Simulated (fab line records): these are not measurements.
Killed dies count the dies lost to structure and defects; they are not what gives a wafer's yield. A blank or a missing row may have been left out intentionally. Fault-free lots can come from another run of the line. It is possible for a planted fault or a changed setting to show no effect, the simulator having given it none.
Split-lot study / flow n5-finfet / on a route of 1938 steps: 7 lots, 21 wafers read

## THE SPLIT
At N5_FIN_CUT_ETCH_21 (etches SOC in N2/H2, target depth 219 nm, overetch 43.8 nm, time 523.5 s), the setting time-s was moved away from the recipe's 523.5 s on 8 of the 21 wafers read, by -17.3% to +16.0%. The other wafers ran this setting at the recipe's value.

The reading is taken at the split's own step.

## THE READING
SiARC_of_FIN_CUT_COAT_19.thk-nm (the simulator's own value, which no gauge read), in nm, at N5_FIN_CUT_ETCH_21 (etches SOC in N2/H2, target depth 219 nm, overetch 43.8 nm, time 523.5 s). The file does not state a usual value for it. Average 11.9 nm, standard deviation 0.25 nm, over the 13 wafers here run with the recipe.

wafer=L077.1; tool, chamber at the split=rie-diel-01, 1; time-s as run, s=523.5; against the recipe=recipe; SiARC_of_FIN_CUT_COAT_19.thk-nm, nm=12.2; against lot-mates on the recipe=-
wafer=L077.4; tool, chamber at the split=rie-diel-01, 1; time-s as run, s=523.5; against the recipe=recipe; SiARC_of_FIN_CUT_COAT_19.thk-nm, nm=12.2; against lot-mates on the recipe=-
wafer=L077.6; tool, chamber at the split=rie-diel-01, 3; time-s as run, s=523.5; against the recipe=recipe; SiARC_of_FIN_CUT_COAT_19.thk-nm, nm=11.6; against lot-mates on the recipe=-
wafer=L080.2; tool, chamber at the split=rie-diel-01, 0; time-s as run, s=433; against the recipe=-17.3%; SiARC_of_FIN_CUT_COAT_19.thk-nm, nm=13.4; against lot-mates on the recipe=+1.2
wafer=L080.5; tool, chamber at the split=rie-diel-01, 1; time-s as run, s=523.5; against the recipe=recipe; SiARC_of_FIN_CUT_COAT_19.thk-nm, nm=12.2; against lot-mates on the recipe=-
wafer=L080.6; tool, chamber at the split=rie-diel-01, 2; time-s as run, s=433; against the recipe=-17.3%; SiARC_of_FIN_CUT_COAT_19.thk-nm, nm=13; against lot-mates on the recipe=+0.8
wafer=L082.4; tool, chamber at the split=rie-diel-05, 3; time-s as run, s=523.5; against the recipe=recipe; SiARC_of_FIN_CUT_COAT_19.thk-nm, nm=11.8; against lot-mates on the recipe=-
wafer=L082.6; tool, chamber at the split=rie-diel-05, 3; time-s as run, s=523.5; against the recipe=recipe; SiARC_of_FIN_CUT_COAT_19.thk-nm, nm=11.8; against lot-mates on the recipe=-
wafer=L082.5; tool, chamber at the split=rie-diel-05, 2; time-s as run, s=467.7; against the recipe=-10.7%; SiARC_of_FIN_CUT_COAT_19.thk-nm, nm=12.8; against lot-mates on the recipe=+1.0
wafer=L089.2; tool, chamber at the split=rie-diel-06, 2; time-s as run, s=473.7; against the recipe=-9.5%; SiARC_of_FIN_CUT_COAT_19.thk-nm, nm=12.4; against lot-mates on the recipe=no lot-mate on the recipe
wafer=L089.3; tool, chamber at the split=rie-diel-06, 0; time-s as run, s=473.7; against the recipe=-9.5%; SiARC_of_FIN_CUT_COAT_19.thk-nm, nm=12.8; against lot-mates on the recipe=no lot-mate on the recipe
wafer=L089.5; tool, chamber at the split=rie-diel-06, 3; time-s as run, s=473.7; against the recipe=-9.5%; SiARC_of_FIN_CUT_COAT_19.thk-nm, nm=12.6; against lot-mates on the recipe=no lot-mate on the recipe
wafer=L090.3; tool, chamber at the split=rie-diel-05, 3; time-s as run, s=523.5; against the recipe=recipe; SiARC_of_FIN_CUT_COAT_19.thk-nm, nm=11.8; against lot-mates on the recipe=-
wafer=L090.5; tool, chamber at the split=rie-diel-05, 0; time-s as run, s=607.3; against the recipe=+16.0%; SiARC_of_FIN_CUT_COAT_19.thk-nm, nm=10.6; against lot-mates on the recipe=-1.2
wafer=L090.6; tool, chamber at the split=rie-diel-05, 3; time-s as run, s=607.3; against the recipe=+16.0%; SiARC_of_FIN_CUT_COAT_19.thk-nm, nm=10.4; against lot-mates on the recipe=-1.4
wafer=L092.1; tool, chamber at the split=rie-diel-05, 0; time-s as run, s=523.5; against the recipe=recipe; SiARC_of_FIN_CUT_COAT_19.thk-nm, nm=12; against lot-mates on the recipe=-
wafer=L092.4; tool, chamber at the split=rie-diel-05, 1; time-s as run, s=523.5; against the recipe=recipe; SiARC_of_FIN_CUT_COAT_19.thk-nm, nm=11.6; against lot-mates on the recipe=-
wafer=L092.5; tool, chamber at the split=rie-diel-05, 3; time-s as run, s=523.5; against the recipe=recipe; SiARC_of_FIN_CUT_COAT_19.thk-nm, nm=11.8; against lot-mates on the recipe=-
wafer=L096.3; tool, chamber at the split=rie-diel-01, 0; time-s as run, s=523.5; against the recipe=recipe; SiARC_of_FIN_CUT_COAT_19.thk-nm, nm=11.8; against lot-mates on the recipe=-
wafer=L096.5; tool, chamber at the split=rie-diel-01, 2; time-s as run, s=523.5; against the recipe=recipe; SiARC_of_FIN_CUT_COAT_19.thk-nm, nm=11.4; against lot-mates on the recipe=-
wafer=L096.6; tool, chamber at the split=rie-diel-01, 1; time-s as run, s=523.5; against the recipe=recipe; SiARC_of_FIN_CUT_COAT_19.thk-nm, nm=12.2; against lot-mates on the recipe=-

FIT RESULTS
A straight line over all 21 wafers: SiARC_of_FIN_CUT_COAT_19.thk-nm changes by -0.081 nm for each +1% of time-s; r = -0.95; the points scatter about the line by 0.24 nm.
The same after taking each lot's own level away (the mean of its wafers on the recipe; 18 wafers): -0.0713 nm for each +1%; r = -0.93; scatter 0.24 nm.
According to that fit, moving time-s by its largest amount changes the reading by 1.2 nm.
Across the lots, their own levels run from 11.80 to 12.20 nm, a range of 1.6 times the standard deviation given above.
Thus the slope moves with the lot-to-lot level: the two fits are different.
Check: for one of the wafers moved furthest among these (-17.3%), held out of the fit, the line's prediction against its lot-mates is +1.2 nm. It came out at +1.2 nm against them.

## THESE WAFERS: OTHER SPLITS
Note: prior to the reading, these wafers also went through further splits. Each is held against what the fit with the lots' levels taken away leaves over:
other split on the same wafers=N5_FIN_SAQP_ETCH_52 source-w; wafers away from the commonest value=7; r with SiARC_of_FIN_CUT_COAT_19.thk-nm (lot level and that fit taken away)=-0.39
other split on the same wafers=N5_FIN_CUT_COAT_02 spin-rpm; wafers away from the commonest value=10; r with SiARC_of_FIN_CUT_COAT_19.thk-nm (lot level and that fit taken away)=+0.26

## THE FILE'S OWN FIT
SiARC_of_FIN_CUT_COAT_19.thk-nm changes by -0.0729 nm for each +1% of time-s, r = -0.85.
